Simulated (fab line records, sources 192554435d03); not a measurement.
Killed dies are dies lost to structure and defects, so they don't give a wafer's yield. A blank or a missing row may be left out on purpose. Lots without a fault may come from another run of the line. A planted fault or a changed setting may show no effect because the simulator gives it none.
One fault seen from 2 desks | flow n5_finfet | each desk has only its own numbers; what lay behind them comes last

THE DEFECT DESK
What the inspections along the route counted, lot by lot: means of the sampled wafers that have a number. A lot is out of limits, marked OUT, if its mean lies more than 4 standard deviations from the usual mean; the brackets give that distance.
Columns: A = raw_defect_count at N5_BEOL_M11_INSPECT_30, usual 417
lot  | first seen here | A
L282 | day 11 14:45    | 401
L285 | day 11 21:18    | 501
L284 | day 11 21:28    | 481
L293 | day 14 03:37    | 489
L294 | day 15 13:38    | 367
L297 | day 15 19:56    | 378
L291 | day 16 00:45    | 353
L295 | day 16 07:34    | 309
L300 | day 17 10:41    | 466
L302 | day 17 17:39    | 427
L303 | day 18 03:44    | 452
This desk's finding: nothing out of limits on any of the 11 lots.

THE TOOL OWNER'S DESK: litho_track-05
The tool's own readings at N5_BEOL_M11_COAT_22 (resist thk 90 nm): means of the sampled wafers that have a number, for each lot that ran on this tool. A lot is out of limits, marked OUT, if its mean lies more than 4 standard deviations from the usual mean; the brackets give that distance.
Columns: A = dispense_pressure_kPa at N5_BEOL_M11_COAT_22, usual 52 kPa; B = spin_speed_rpm at N5_BEOL_M11_COAT_22, usual 1500.0 rpm
lot  | first seen here | A  | B
L284 | day 11 21:01    | 56 | 1499.9
L293 | day 14 03:12    | 56 | 1500.4
L291 | day 16 00:27    | 56 | 1499.8
L295 | day 16 07:09    | 56 | 1499.8
L300 | day 17 10:16    | 56 | 1305.3 (-99 or more) OUT
L303 | day 18 03:26    | 56 | 1305.0 (-99 or more) OUT
This desk's finding: out of limits on L300, L303; first on L300, day 17 10:16 (spin_speed_rpm at N5_BEOL_M11_COAT_22). In limits: L284, L293, L291, L295.

PUT TOGETHER
The tool owner's desk could have raised an alarm at day 17 10:16, on L300, L303.
The defect desk saw nothing out of limits.
The defect desk has L300, L303 on record, within its limits.
Of the lots named, all ran N5_BEOL_M11_COAT_22 on litho_track-05.

WHAT THE SIMULATOR HAD PUT IN
Process parameter drift: litho_track-05, from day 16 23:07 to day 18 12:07, at N5_BEOL_M11_COAT_22. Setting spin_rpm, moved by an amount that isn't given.
Lots struck among those shown: L300, L303.
Hours from the fault's start to each desk's first reading out of limits: the tool owner's desk, 11.
